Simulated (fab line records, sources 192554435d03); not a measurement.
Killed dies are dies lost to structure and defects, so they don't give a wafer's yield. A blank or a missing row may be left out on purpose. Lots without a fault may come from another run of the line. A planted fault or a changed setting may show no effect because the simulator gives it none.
Which tool did it? | flow n5_finfet | 11 lots, 31 wafers sampled, at 1 step of a route of 1938

WHAT THE GAUGES READ, wafer by wafer
N5_BEOL_M13_INSPECT_12: inspects for defects (macro).
lot  | measured     | on                | raw_defect_count
L970 | day 10 07:50 | defect_inspect-01 | 0 1 1
L971 | day 11 02:32 | defect_inspect-01 | 1 5 2
L977 | day 12 11:52 | defect_inspect-02 | 3 2 0
L978 | day 12 22:32 | defect_inspect-02 | 0 3 4
L980 | day 13 09:17 | defect_inspect-02 | 4 3
L979 | day 13 13:22 | defect_inspect-01 | 1 1 0
L982 | day 14 03:22 | defect_inspect-01 | 0 0 3
L984 | day 14 08:22 | defect_inspect-02 | 4 3 2
L985 | day 14 13:51 | defect_inspect-01 | 3 2 4
L986 | day 14 20:39 | defect_inspect-02 | 2 2
L992 | day 16 11:26 | defect_inspect-02 | 0 0 4

WHICH TOOL RAN EACH LOT (tool, then ch and the chambers of the sampled wafers, then the start)
The record holds no process step before these readings.

WHAT THE TOOLS THEMSELVES READ (means of the sampled wafers that have a number; where no wafer has one, the mark that the record gives instead)
The record holds no such reading with a usual standard deviation.

THE ANSWER, worked out from the rows above alone
Rule: what is usual is taken from the lots themselves. Put in order of their means at a reading, lots are off if they are a third of the lots or fewer, leave a main group of 4 or more, and stand apart from it by a gap of 3 or more times the standard deviation of the main group's means; of several such gaps the widest counts. A main group whose means are all the same, to the digits that the tables above print for the reading, isn't used. A lot without any number at a reading at which 4 lots or more have one is off too. The other lots that the step has rows for count as sound. The gauges are gone through in route order, then the tools' own readings, and for those a lot's mean is taken as printed above. The first step at which some lot is off is used, and at that step the reading that is off furthest; a lot without a number counts as furthest.
No lot is off at any reading shown: from this, nothing can be told.

WHAT THE SIMULATOR HAD PUT IN
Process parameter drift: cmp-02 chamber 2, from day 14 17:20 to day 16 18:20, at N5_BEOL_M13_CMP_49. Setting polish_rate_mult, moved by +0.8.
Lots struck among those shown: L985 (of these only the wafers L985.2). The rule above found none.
